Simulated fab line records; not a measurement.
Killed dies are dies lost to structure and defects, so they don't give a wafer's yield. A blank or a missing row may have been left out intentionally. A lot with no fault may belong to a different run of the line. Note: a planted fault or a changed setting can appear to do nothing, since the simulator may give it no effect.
Matching of chambers / flow nand harc / rie diel-01 running NHARC_A_CHANNEL_FILL_D1_ETCHBACK_20: 4 sister chambers
The step etches the open film in C4F8/O2/Ar, target depth 27 nm, time 13.5 s. 4 wafers are shown with their chamber, then 12 later ones without.

== WAFERS, EACH WITH ITS CHAMBER ==
wafer=L083.2; chamber=2; rf vpp V (V)=970
wafer=L083.1; chamber=1; rf vpp V (V)=970
wafer=L083.3; chamber=3; rf vpp V (V)=971
wafer=L083.5; chamber=0; rf vpp V (V)=977

== WAFERS WHOSE CHAMBER IS MISSING ==
wafer=L086.2; rf vpp V (V)=972
wafer=L086.3; rf vpp V (V)=969
wafer=L086.6; rf vpp V (V)=970
wafer=L094.1; rf vpp V (V)=968
wafer=L094.2; rf vpp V (V)=977
wafer=L094.4; rf vpp V (V)=970
wafer=L095.2; rf vpp V (V)=971
wafer=L095.3; rf vpp V (V)=971
wafer=L095.6; rf vpp V (V)=972
wafer=L096.2; rf vpp V (V)=971
wafer=L096.4; rf vpp V (V)=970
wafer=L096.5; rf vpp V (V)=969

== CHAMBER TAKEN BY EACH ==
wafer=L086.2; from the rows above=can't be placed: 3 or 1 or 2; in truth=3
wafer=L086.3; from the rows above=can't be placed: 1 or 2 or 3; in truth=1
wafer=L086.6; from the rows above=can't be placed: 1 or 2 or 3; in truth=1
wafer=L094.1; from the rows above=can't be placed: 1 or 2 or 3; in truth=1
wafer=L094.2; from the rows above=0; in truth=0
wafer=L094.4; from the rows above=can't be placed: 1 or 2 or 3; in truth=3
wafer=L095.2; from the rows above=can't be placed: 3 or 1 or 2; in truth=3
wafer=L095.3; from the rows above=can't be placed: 3 or 1 or 2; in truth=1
wafer=L095.6; from the rows above=can't be placed: 3 or 1 or 2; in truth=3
wafer=L096.2; from the rows above=can't be placed: 3 or 1 or 2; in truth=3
wafer=L096.4; from the rows above=can't be placed: 1 or 2 or 3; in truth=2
wafer=L096.5; from the rows above=can't be placed: 1 or 2 or 3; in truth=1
1 of 12 placed correctly. From these rows, 11 cannot be placed; in 11 the true chamber is one of the candidates. Number placed wrongly: 0.
How it was worked out, from the rows above alone: a wafer's distance from a chamber is the root of the sum, over the readings, of the square of ((its reading less the chamber's mean) divided by the reading's scatter). The wafer belongs to the nearest chamber; if the next one is less than 2 further off, it can't be placed. Each chamber's mean is taken over the wafers shown for it. The scatter (one wafer shown for each chamber): square how far every hidden wafer sits from the nearest shown wafer, average those squares and take the square root.
